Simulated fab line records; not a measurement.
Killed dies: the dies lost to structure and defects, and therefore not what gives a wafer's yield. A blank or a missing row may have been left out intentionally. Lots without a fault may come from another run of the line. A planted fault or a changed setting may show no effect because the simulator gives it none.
Comparing a struck lot with a sound one | flow n5Finfet | 16 steps out of a route of 1938
Sound: wafers L315.2, L315.4, L315.5. The struck wafers were L313.1, L313.3, L313.6. The cause comes at the end.
Each step with rows lists, per side, the tool, then ch with its chambers, then its first start. Under that, the readings that differ: sound wafers | struck wafers | difference of the means | sigmas: that difference in standard deviations of wafers without a fault.
alike: a reading whose means differ by less than 2 such deviations, as well as words and numbers matching on both sides. not compared: withheld readings; readings where some wafer has no value; bounds like >300 that might hide an equal value; numbers whose values overlap and for which the record gives no deviation.
Wherever a step has rows on one side only, a row that says differs or no value, or a row with sigmas, the two part there. Numbers that have no deviation but don't overlap get no sigmas and don't part them. A reading missing from all wafers of one side parts the sides only when that side holds two or more wafers.

first, 4 steps without rows for these wafers: N5_BEOL_M4_SOFTBAKE_23 (time 60 s); N5_BEOL_M4_EXPOSE_25 (exposes mask V3, defocus 5 nm); N5_BEOL_M4_PEB_26 (peb time 60 s); N5_BEOL_M4_DEVELOP_27 (develop time 30 s).
N5_BEOL_M4_CD_MEAS_28: target cd 26.2 nm, target cd y 24.1 nm.
  sound on cdSem-01 ch 0, day 9 21:57; struck on cdSem-03 ch 0, day 9 03:19
  alike: cdNm
N5_BEOL_M4_OVL_MEAS_29:
  sound on overlay-02 ch 0, day 9 21:59; struck on overlay-01 ch 0, day 9 03:22
  alike: V3_OVL
N5_BEOL_M4_INSPECT_30: inspects for defects (brightfield).
  sound: defectInspect-01 at day 9 22:02; struck: defectInspect-02 at day 9 03:25
  alike: rawDefectCount
N5_BEOL_M4_DESCUM_33: chemistry O2, time 7 s.
  sound on rieDiel-04 ch 1,2, day 9 22:04; struck on rieDiel-04 ch 0,3, day 9 03:44
  alike: drypumpMotorCurrentA, oesProductAu, rfVppV, showerheadPlenumPTorr, throttleValvePct
  not compared: rfHoursCounterH
N5_BEOL_M4_ETCH_77: etches underlayer in N2/H2, target depth 6.5 nm, time 5.2 s.
  sound on rieDiel-04 ch 1,2, day 9 22:07; struck on rieDiel-04 ch 0,3, day 9 03:46
  alike: drypumpMotorCurrentA, etchRfOnTimeS, h2FlowSccm, oesProductAu, rfVppV, showerheadPlenumPTorr, throttleValvePct
  not compared: rfHoursCounterH
N5_BEOL_M4_ETCH_69: etches SiARC in CF4, target depth 15.6 nm, time 26 s.
  sound on rieDiel-04 ch 1,2, day 9 22:07; struck on rieDiel-04 ch 0,3, day 9 03:47
reading           | sound          | struck         | difference | sigmas
etchRfOnTimeS (s) | 24.4 24.6 25.4 | 25.7 26.4 26.4 | +1.4       | +2
  alike: drypumpMotorCurrentA, oesProductAu, rfVppV, showerheadPlenumPTorr, throttleValvePct
  not compared: rfHoursCounterH
N5_BEOL_M4_ALD_98: deposits SiO2, target thk 2.5 nm, pulse time 1 s, co reactant pulse time 1 s.
  sound on aldSin-01 ch 1,2, day 9 22:38; struck on aldSin-02 ch 0,1,2, day 9 03:52
  alike: heaterPowerW, precursorPulseHeightRel
N5_BEOL_M4_ETCHBACK_99: etches SiO2 in CHF3, target depth 5 nm, time 10.4 s.
  sound on rieDiel-06 ch 0,2, day 9 23:14; struck on rieDiel-04 ch 0,2,3, day 9 07:55
  alike: drypumpMotorCurrentA, oesProductAu, rfVppV, showerheadPlenumPTorr, throttleValvePct
  not compared: rfHoursCounterH
N5_BEOL_M4_ETCH_70: etches SOC in N2/H2, target depth 80 nm, overetch 24 nm, time 130 s.
  sound on rieDiel-06 ch 0,2, day 9 23:16; struck on rieDiel-04 ch 0,2,3, day 9 07:56
reading                                   | sound   | struck    | difference | sigmas
model.SiARC_of_BEOL_M4_COAT_68.thkNm (nm) | 6 5.8 6 | 2.8 3 2.8 | -3.1       | 
  alike: drypumpMotorCurrentA, h2FlowSccm, oesProductAu, rfVppV, showerheadPlenumPTorr, throttleValvePct
  not compared: rfHoursCounterH
then, 1 step without rows for these wafers: N5_BEOL_M4_STRIP_71 (strips in N2/H2).
N5_BEOL_M4_RC_MEAS_101:
  sound on prober-01 ch 0, day 10 04:07; struck on prober-01 ch 0, day 9 12:20
  alike: DIBL_N, DIBL_P, IOFF_N, IOFF_P, ION_N, ION_P, SS_N, SS_P, VT_N, VT_P
-- record jumps: 4 days separate the struck wafers' starts on either side; left off in module BEOL_M4, taken up again in module PASSIVATION, whose first shown step is the route's number 1936 --
N5_PASSIVATION_PROBE_49:
  only the struck wafers here have rows in the record (prober-01, day 13 15:19); the sound ones have none

## WHERE THEY PART
First at N5_BEOL_M4_ETCH_69; last, within this record, at N5_PASSIVATION_PROBE_49.

WHY: what the simulator had put in
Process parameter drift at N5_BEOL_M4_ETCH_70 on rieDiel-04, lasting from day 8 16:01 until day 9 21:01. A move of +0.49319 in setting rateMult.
